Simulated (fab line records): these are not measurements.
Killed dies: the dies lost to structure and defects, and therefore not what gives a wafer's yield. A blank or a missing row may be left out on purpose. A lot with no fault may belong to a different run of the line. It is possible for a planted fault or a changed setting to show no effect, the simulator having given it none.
Chamber matching ; flow n5_finfet ; rie_diel-04 running N5_BEOL_M8_STRIP_67: 4 sister chambers
The step strips in CF4. 4 wafers are shown with their chamber, then 11 later ones without.

WAFERS, EACH WITH ITS CHAMBER
wafer;chamber;showerhead_plenum_p_Torr (Torr)
L091.2;3;1.87
L091.5;1;1.74
L091.6;2;1.85
L094.1;0;1.77

WAFERS WHOSE CHAMBER IS MISSING
wafer;showerhead_plenum_p_Torr (Torr)
L094.2;1.87
L094.4;1.85
L095.1;1.87
L095.2;1.73
L095.3;1.85
L095.4;1.77
L095.5;1.77
L095.6;1.87
L096.3;1.77
L096.5;1.86
L096.6;1.77

CHAMBER TAKEN BY EACH
wafer;from the rows above;in truth
L094.2;3;3
L094.4;2;2
L095.1;3;3
L095.2;1;1
L095.3;2;2
L095.4;0;0
L095.5;0;0
L095.6;3;3
L096.3;0;0
L096.5;can't be placed: 2 or 3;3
L096.6;0;0
Correct placement for 10 of the 11. Unplaceable from these rows: 1, with the true chamber sitting among the candidates in 1. Placed wrongly: 0.
How it was worked out, from the rows above alone: a wafer's distance from a chamber is the root of the sum, over the readings, of the square of ((its reading less the chamber's mean) divided by the reading's scatter). The wafer belongs to the nearest chamber; if the next one is less than 2 further off, it can't be placed. For every chamber, the mean is computed from those of its wafers that are shown. The scatter (one wafer shown for each chamber): square how far every hidden wafer sits from the nearest shown wafer, average those squares and take the square root.
